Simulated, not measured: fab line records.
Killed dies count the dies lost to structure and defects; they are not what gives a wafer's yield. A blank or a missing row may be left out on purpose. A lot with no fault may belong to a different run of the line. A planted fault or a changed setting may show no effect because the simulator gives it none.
Matching of chambers || flow n5_finfet || cmp-01 running N5_MOL_CONTACT_COAG_CMP_23: 4 sister chambers
The step polishes, stops on SiO2, t overpolish 1.5 s, target thk 0 nm. 8 wafers are shown with their chamber, then 11 later ones without.

== WAFERS WITH THEIR CHAMBER ==
{"wafer": "L080.3", "chamber": 1, "motor_current_A (A)": 9.5, "time_to_endpoint_s (s)": 8.6}
{"wafer": "L084.1", "chamber": 3, "motor_current_A (A)": 8.0, "time_to_endpoint_s (s)": 6.0}
{"wafer": "L084.4", "chamber": 1, "motor_current_A (A)": 9.2, "time_to_endpoint_s (s)": 8.0}
{"wafer": "L084.6", "chamber": 3, "motor_current_A (A)": 8.6, "time_to_endpoint_s (s)": 5.5}
{"wafer": "L087.1", "chamber": 2, "motor_current_A (A)": 7.3, "time_to_endpoint_s (s)": 9.0}
{"wafer": "L087.4", "chamber": 0, "motor_current_A (A)": 8.2, "time_to_endpoint_s (s)": 5.7}
{"wafer": "L087.5", "chamber": 0, "motor_current_A (A)": 8.4, "time_to_endpoint_s (s)": 5.8}
{"wafer": "L089.3", "chamber": 2, "motor_current_A (A)": 7.5, "time_to_endpoint_s (s)": 10.9}

== WAFERS MISSING THEIR CHAMBER ==
{"wafer": "L089.4", "motor_current_A (A)": 8.0, "time_to_endpoint_s (s)": 4.9}
{"wafer": "L089.6", "motor_current_A (A)": 8.1, "time_to_endpoint_s (s)": 6.5}
{"wafer": "L091.2", "motor_current_A (A)": 8.0, "time_to_endpoint_s (s)": 6.8}
{"wafer": "L091.4", "motor_current_A (A)": 8.0, "time_to_endpoint_s (s)": 5.6}
{"wafer": "L091.5", "motor_current_A (A)": 8.2, "time_to_endpoint_s (s)": 6.2}
{"wafer": "L096.1", "motor_current_A (A)": 9.4, "time_to_endpoint_s (s)": 8.0}
{"wafer": "L096.2", "motor_current_A (A)": 8.0, "time_to_endpoint_s (s)": 6.9}
{"wafer": "L096.3", "motor_current_A (A)": 8.1, "time_to_endpoint_s (s)": 9.0}
{"wafer": "L096.4", "motor_current_A (A)": 7.8, "time_to_endpoint_s (s)": 14.0}
{"wafer": "L096.5", "motor_current_A (A)": 7.4, "time_to_endpoint_s (s)": 13.3}
{"wafer": "L096.6", "motor_current_A (A)": 8.1, "time_to_endpoint_s (s)": 9.2}

== THE CHAMBER EACH PASSED THROUGH ==
{"wafer": "L089.4", "from the rows above": "can't be placed: 0 or 3", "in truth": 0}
{"wafer": "L089.6", "from the rows above": "can't be placed: 0 or 3", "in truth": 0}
{"wafer": "L091.2", "from the rows above": "can't be placed: 0 or 3", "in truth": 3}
{"wafer": "L091.4", "from the rows above": "can't be placed: 0 or 3", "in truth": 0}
{"wafer": "L091.5", "from the rows above": "can't be placed: 0 or 3", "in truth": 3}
{"wafer": "L096.1", "from the rows above": 1, "in truth": 1}
{"wafer": "L096.2", "from the rows above": "can't be placed: 0 or 3", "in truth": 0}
{"wafer": "L096.3", "from the rows above": "can't be placed: 2 or 0 or 3 or 1", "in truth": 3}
{"wafer": "L096.4", "from the rows above": 2, "in truth": 2}
{"wafer": "L096.5", "from the rows above": 2, "in truth": 2}
{"wafer": "L096.6", "from the rows above": "can't be placed: 2 or 0 or 3", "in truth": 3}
3 of 11 placed correctly. These rows do not allow placing 8 (true chamber among the candidates in 8). 0 placed wrongly.
How it was worked out, from the rows above alone: a wafer's distance from a chamber is the root of the sum, over the readings, of the square of ((its reading less the chamber's mean) divided by the reading's scatter). The wafer belongs to the nearest chamber; if the next one is less than 2 further off, it can't be placed. For every chamber, the mean is computed from those of its wafers that are shown. The scatter: the root of (the sum of the squares of (reading less its chamber's mean) over the shown wafers, divided by (wafers less chambers)).
